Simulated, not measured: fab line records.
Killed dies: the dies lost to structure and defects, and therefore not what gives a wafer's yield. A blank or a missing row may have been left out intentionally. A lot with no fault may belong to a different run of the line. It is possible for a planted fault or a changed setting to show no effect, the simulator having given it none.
A single fault, viewed from 2 desks -- flow n5_finfet -- numbers are kept per desk, each desk with only its own; the story behind them comes last

FOR THE TOOL OWNER'S DESK: ald_sin-02
The tool's own readings at N5_SPACER0_ALD_08 (deposits SiNx, target thk 2 nm): means of the sampled wafers that have a number, for each lot that ran on this tool. A lot is out of limits, marked OUT, if its mean lies more than 4 standard deviations from the usual mean; the brackets give that distance.
Columns: A = chamber_pressure_Torr at N5_SPACER0_ALD_08, usual 2.000 Torr; B = heater_power_outer_w at N5_SPACER0_ALD_08, usual 509 W; C = heater_power_w at N5_SPACER0_ALD_08, usual 814 W; D = susceptor_temp_C at N5_SPACER0_ALD_08, usual 400.04 C
lot,first seen here,A,B,C,D
L500,day 4 23:13,2.000,485,787,400.01
L501,day 4 23:45,2.000,521,862,400.02
L514,day 8 07:55,2.003,514,846,400.04
L516,day 9 03:34,1.998,519,858,400.04
Result from this desk: across the 4 lots, nothing is out of limits.

FROM THE METROLOGY DESK
What the gauges read for every lot (on any tool): the sampled wafers with a number, averaged. A lot is out of limits, marked OUT, if its mean lies more than 4 standard deviations from the usual mean; the brackets give that distance. Readings shown: 7 out of 21 (the first out of limits, and those lying furthest out on some lot).
Columns: A = DIBL_N at N5_BEOL_M4_RC_MEAS_101, usual 36.3 mV/V; B = IOFF_N at N5_BEOL_M4_RC_MEAS_101, usual 0.16 nA/um; C = IOFF_N_85C at N5_BEOL_M4_RC_MEAS_101, usual 3.1 nA/um; D = IOFF_N_LIN at N5_BEOL_M4_RC_MEAS_101, usual 0.073 nA/um; E = IOFF_P at N5_BEOL_M4_RC_MEAS_101, usual 0.21 nA/um; F = IOFF_P_85C at N5_BEOL_M4_RC_MEAS_101, usual 3.6 nA/um; G = IOFF_P_LIN at N5_BEOL_M4_RC_MEAS_101, usual 0.100 nA/um
lot,first seen here,A,B,C,D,E,F,G
L494,day 2 23:02,35.3,0.14,2.8,0.067,0.21,3.6,0.099
L500,day 4 08:00,38.6,0.19,3.6,0.082,0.25,4.2,0.116
L501,day 4 12:04,35.0,0.12,2.4,0.060,0.19,3.3,0.094
L502,day 4 18:47,33.8,0.14,2.7,0.063,0.18,3.2,0.085
L506,day 5 20:53,53.7 (+9.2) OUT,0.74 (+19) OUT,11.1 (+16) OUT,0.245 (+14) OUT,0.97 (+22) OUT,13.1 (+19) OUT,0.338 (+20) OUT
L507,day 6 01:22,55.0 (+9.8) OUT,0.83 (+22) OUT,12.4 (+19) OUT,0.254 (+15) OUT,0.88 (+19) OUT,12.1 (+17) OUT,0.334 (+20) OUT
L514,day 7 20:14,37.3,0.15,3.0,0.071,0.21,3.7,0.101
L515,day 8 01:31,35.5,0.14,2.7,0.066,0.21,3.6,0.102
L516,day 8 12:16,36.5,0.15,3.0,0.071,0.21,3.7,0.098
This desk's result: L506, L507 out of limits, first on L507 (DIBL_N at N5_BEOL_M4_RC_MEAS_101), day 12 21:15. L494, L500, L501, L502, L514, L515, L516 stayed within limits.

PUT TOGETHER
On L506, L507, the metrology desk was in a position to raise an alarm at day 12 21:15.
The desk of the tool owner found nothing out of limits.
The tool owner's desk has no number on record for L506, L507.
N5_SPACER0_ALD_08 was run on ald_sin-02 by each of the lots named.

WHAT THE SIMULATOR PUT IN
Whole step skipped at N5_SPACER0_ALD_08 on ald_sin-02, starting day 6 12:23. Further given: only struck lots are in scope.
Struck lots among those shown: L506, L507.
Per desk, hours elapsed from the start of the fault to the first reading out of limits: for the metrology desk, 153.
